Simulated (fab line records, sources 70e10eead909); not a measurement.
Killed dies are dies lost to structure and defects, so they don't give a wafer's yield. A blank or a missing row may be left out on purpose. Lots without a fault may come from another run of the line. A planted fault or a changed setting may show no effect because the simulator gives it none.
Tool commonality check | flow nand_harc | 3 lots, 9 wafers sampled

WHY IT WAS OPENED
At NHARC_END_SORT_01 the reading killed_at_array is flagged on 3 of 3 lots. Wafers without a fault read 55, standard deviation 15.
Rule: a lot is flagged when every wafer of it that has a number lies more than 4 standard deviations from that mean, or none has a number. The other lots count as sound.

lot  | measured     | on        | killed_at_array, wafer by wafer | flag
L449 | day 30 00:13 | prober-01 | 676 672 674                     | FLAGGED
L452 | day 30 00:23 | prober-02 | 673 670 672                     | FLAGGED
L454 | day 30 23:55 | prober-01 | 670 668 669                     | FLAGGED
The numbers of the flagged lots are 672 on average: +617 against the usual, or +41 standard deviations.

WHICH TOOL RAN EACH LOT
The record holds 4 process steps before the reading, out of a route of 1302 steps. In each cell: the tool, then ch and the chambers that the sampled wafers went through, then the start.
lot  | flag    | NHARC_A_CONTACT_ETCH_128             | NHARC_A_CONTACT_ETCH_106           | NHARC_A_CONTACT_STRIP_82           | NHARC_A_CONTACT_DEP_84
L449 | FLAGGED | har_cap_etch-02 ch 0,1, day 27 11:27 | rie_diel-04 ch 0,1,3, day 27 13:37 | rie_diel-04 ch 0,1,3, day 27 13:41 | acl_dep-02 ch 0, day 27 15:40
L452 | FLAGGED | har_cap_etch-03 ch 0,1, day 27 14:20 | rie_diel-04 ch 1,2,3, day 27 16:41 | rie_diel-04 ch 0,1,2, day 27 16:46 | acl_dep-03 ch 0, day 27 17:20
L454 | FLAGGED | har_cap_etch-01 ch 0,1, day 28 15:04 | rie_diel-04 ch 0,1,3, day 28 17:14 | rie_diel-04 ch 0,1,2, day 28 17:20 | acl_dep-02 ch 0, day 28 18:11
What these steps do:
- NHARC_A_CONTACT_ETCH_128: etches the open film in C4F8/O2/Ar, time 197 s, target depth 1918 nm.
- NHARC_A_CONTACT_ETCH_106: etches the open film in CF4/O2, target depth 90 nm, overetch 9 nm, time 49.5 s.
- NHARC_A_CONTACT_STRIP_82: strips in O2.
- NHARC_A_CONTACT_DEP_84: deposits aC, target thk 2800 nm.
- NHARC_END_SORT_01

FLAGGED OVER TOTAL, TOOL BY TOOL (the gauges that took the reading come last)
step                     | tool            | lots run | flagged | share of the flagged lots | sound lots run after its first flagged lot
NHARC_A_CONTACT_ETCH_128 | har_cap_etch-01 | 1        | 1       | some                      | 0
NHARC_A_CONTACT_ETCH_128 | har_cap_etch-02 | 1        | 1       | some                      | 0
NHARC_A_CONTACT_ETCH_128 | har_cap_etch-03 | 1        | 1       | some                      | 0
NHARC_A_CONTACT_ETCH_106 | rie_diel-04     | 3        | 3       | all                       | 0
NHARC_A_CONTACT_STRIP_82 | rie_diel-04     | 3        | 3       | all                       | 0
NHARC_A_CONTACT_DEP_84   | acl_dep-02      | 2        | 2       | some                      | 0
NHARC_A_CONTACT_DEP_84   | acl_dep-03      | 1        | 1       | some                      | 0
NHARC_END_SORT_01        | prober-01       | 2        | 2       | some                      | 0
NHARC_END_SORT_01        | prober-02       | 1        | 1       | some                      | 0

WHAT THE TABLE ALLOWS
2 rows of the table ran every flagged lot: rie_diel-04 at NHARC_A_CONTACT_ETCH_106, rie_diel-04 at NHARC_A_CONTACT_STRIP_82.
- rie_diel-04 at NHARC_A_CONTACT_ETCH_106: 3 of its 3 lots flagged. It ran no sound lot before its first flagged lot in this sample, so the start can't be narrowed down.
- rie_diel-04 at NHARC_A_CONTACT_STRIP_82: 3 of its 3 lots flagged. It ran no sound lot before its first flagged lot in this sample, so the start can't be narrowed down.
One tool is left: rie_diel-04 at NHARC_A_CONTACT_ETCH_106 and NHARC_A_CONTACT_STRIP_82.

WHAT THE SIMULATOR HAD PUT IN
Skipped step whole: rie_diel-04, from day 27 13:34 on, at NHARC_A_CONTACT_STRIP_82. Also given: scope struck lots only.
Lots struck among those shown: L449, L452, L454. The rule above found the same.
